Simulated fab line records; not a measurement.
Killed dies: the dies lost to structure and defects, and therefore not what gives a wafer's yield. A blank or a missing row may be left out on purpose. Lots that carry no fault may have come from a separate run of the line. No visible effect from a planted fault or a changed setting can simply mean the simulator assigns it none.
Struck lot and sound lot, side by side ; flow nand_harc ; 18 steps out of a route of 1302
Sound: wafers L520.1, L520.2, L520.4. Struck: wafers L531.1, L531.4 (left out: L531.2, a lot-mate that was not struck); the cause follows at the end.
For every step that has rows: the tool of each side, followed by ch and its chambers, followed by its first start. Under that, the readings that differ: sound wafers ; struck wafers ; difference of the means ; sigmas: that difference in standard deviations of wafers without a fault.
alike: same words and numbers on both sides, and readings whose means sit less than 2 such deviations apart. not compared: any withheld reading, any reading some wafer has no value for, any bound like >300 that may hide the same value, and any number with overlapping values for which the record gives no deviation.
The two part at a step that has a row with sigmas, a row that says differs or no value, or rows on one side only. Numbers that have no deviation but don't overlap get no sigmas and don't part them. Lack of a reading on every wafer of one side parts them only where that side has two or more wafers.

first, 6 steps without rows for these wafers: NHARC_A_SLIT_COAT_03 (resist thk 90 nm); NHARC_A_SLIT_SOFTBAKE_04 (time 55 s); NHARC_A_SLIT_EBR_05; NHARC_A_SLIT_EXPOSE_06 (exposes mask SLIT); NHARC_A_SLIT_PEB_07 (peb time 65 s); NHARC_A_SLIT_DEVELOP_08 (develop time 35 s).
NHARC_A_SLIT_CD_MEAS_09 targets a cd of 300 nm.
  sound on cd_sem-01 ch 0, day 21 18:27; struck on cd_sem-03 ch 0, day 26 00:09
  alike: cd_nm
NHARC_A_SLIT_OVL_MEAS_10:
  struck on overlay-01, day 26 00:14; sound on overlay-02, day 21 18:32
  alike: overlay_x_nm, overlay_y_nm
NHARC_A_SLIT_INSPECT_11:
  struck on defect_inspect-01, day 26 00:17; sound on defect_inspect-02, day 21 18:34
  alike: raw_defect_count
NHARC_A_SLIT_DESCUM_14: chemistry O2, time 3 s.
  sound on rie_diel-02 ch 0,1,3, day 21 18:38; struck on rie_diel-01 ch 1,2, day 26 00:20
reading;sound;struck;difference;sigmas
rf_hours_counter_h (h);4 4 3;2 2;-2;
  alike: drypump_motor_current_A, o2_flow_sccm, oes_product_au, rf_vpp_V, showerhead_plenum_p_Torr, throttle_valve_pct
NHARC_A_SLIT_ETCH_24: etches the open film in CF4/CHF3, target depth 121 nm, time 60.5 s.
  sound on rie_diel-02 ch 0,1,2, day 21 18:43; struck on rie_diel-01 ch 1,3, day 26 00:26
reading;sound;struck;difference;sigmas
rf_hours_counter_h (h);3 4 3;2 1;-2;
  alike: cf4_flow_sccm, drypump_motor_current_A, oes_product_au, rf_vpp_V, showerhead_plenum_p_Torr, throttle_valve_pct
NHARC_A_SLIT_ETCH_15: etches the open film in O2/COS, target depth 6200 nm, time 1612 s.
  sound: rie_diel-02 ch 0,2,3; struck: rie_diel-01 ch 0,2
reading;sound;struck;difference;sigmas
rf_hours_counter_h (h);4 4 4;2 3;-2;
  alike: drypump_motor_current_A, o2_flow_sccm, oes_product_au, rf_vpp_V, showerhead_plenum_p_Torr, throttle_valve_pct
NHARC_A_SLIT_ETCH_17: etches the open film in C4F8/O2/Ar, time 4254.5 s, target depth 20300 nm.
  sound on har_etch-01 ch 0,1, day 21 19:53; struck on har_etch-02 ch 0, day 26 01:35
reading;sound;struck;difference;sigmas
drypump_motor_current_A (A);5.97 5.81 5.82;6.15 6.14;+0.28;+3
model.A_SLIT.cd_nm (nm);288.1 288.1 288.1;286 286;-2;
  alike: o2_flow_sccm, showerhead_plenum_p_Torr, throttle_valve_pct
  not compared: rf_hours_counter_h
NHARC_A_SLIT_ETCH_26: etches the open film in C4F8/O2/Ar, time 90 s, target depth 400 nm.
  sound on har_etch-01 ch 0,1, day 21 23:32; struck on har_etch-02 ch 0, day 26 05:11
reading;sound;struck;difference;sigmas
drypump_motor_current_A (A);5.94 5.91 5.89;6.14 6.13;+0.22;+2
  alike: o2_flow_sccm, showerhead_plenum_p_Torr, throttle_valve_pct
  not compared: rf_hours_counter_h
then, 1 step without rows for these wafers: NHARC_A_SLIT_STRIP_28 (strips in O2/COS).
NHARC_A_SLIT_ETCH_29: etches the open film in CF4/O2, target depth 100 nm, overetch 10 nm, time 55 s.
  sound on rie_diel-01 ch 1,2,3, day 22 00:26; struck on rie_diel-01 ch 0,2, day 26 06:04
reading;sound;struck;difference;sigmas
rf_hours_counter_h (h);8.3 6.2 6.4;2.5 3.5;-4.0;
  alike: cf4_flow_sccm, drypump_motor_current_A, o2_flow_sccm, oes_product_au, rf_vpp_V, showerhead_plenum_p_Torr, throttle_valve_pct
  not compared: model.A_SLIT.cd_nm
NHARC_A_SLIT_STRIP_18: strips in O2.
  sound: rie_diel-01 ch 0,1,2; struck: rie_diel-01 ch 0,3
reading;sound;struck;difference;sigmas
rf_hours_counter_h (h);6.4 8.4 8.1;2.6 2.5;-5.1;
  alike: drypump_motor_current_A, o2_flow_sccm, oes_product_au, rf_vpp_V, showerhead_plenum_p_Torr, throttle_valve_pct
-- record jumps: 4 days between struck wafers' starts before vs after; left off in module A_SLIT, resumes in module END, first step shown is number 1302 of the route --
NHARC_END_SORT_01:
  sound on prober-01 ch 0, day 26 16:47; struck on prober-01 ch 0, day 30 14:39
  alike: killed_at_array, killed_at_other, killed_at_periphery, killed_dies, killed_open, killed_short

## WHERE THEY PART
Last at NHARC_A_SLIT_ETCH_26 as far as this record goes, first at NHARC_A_SLIT_ETCH_17. Later steps at which nothing parts them and some readings are alike: NHARC_A_SLIT_ETCH_29, NHARC_A_SLIT_STRIP_18, NHARC_END_SORT_01.

WHY: the cause the simulator had injected
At NHARC_A_SLIT_ETCH_17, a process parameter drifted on har_etch-02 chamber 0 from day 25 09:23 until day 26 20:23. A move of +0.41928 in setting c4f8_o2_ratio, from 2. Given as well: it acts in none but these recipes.
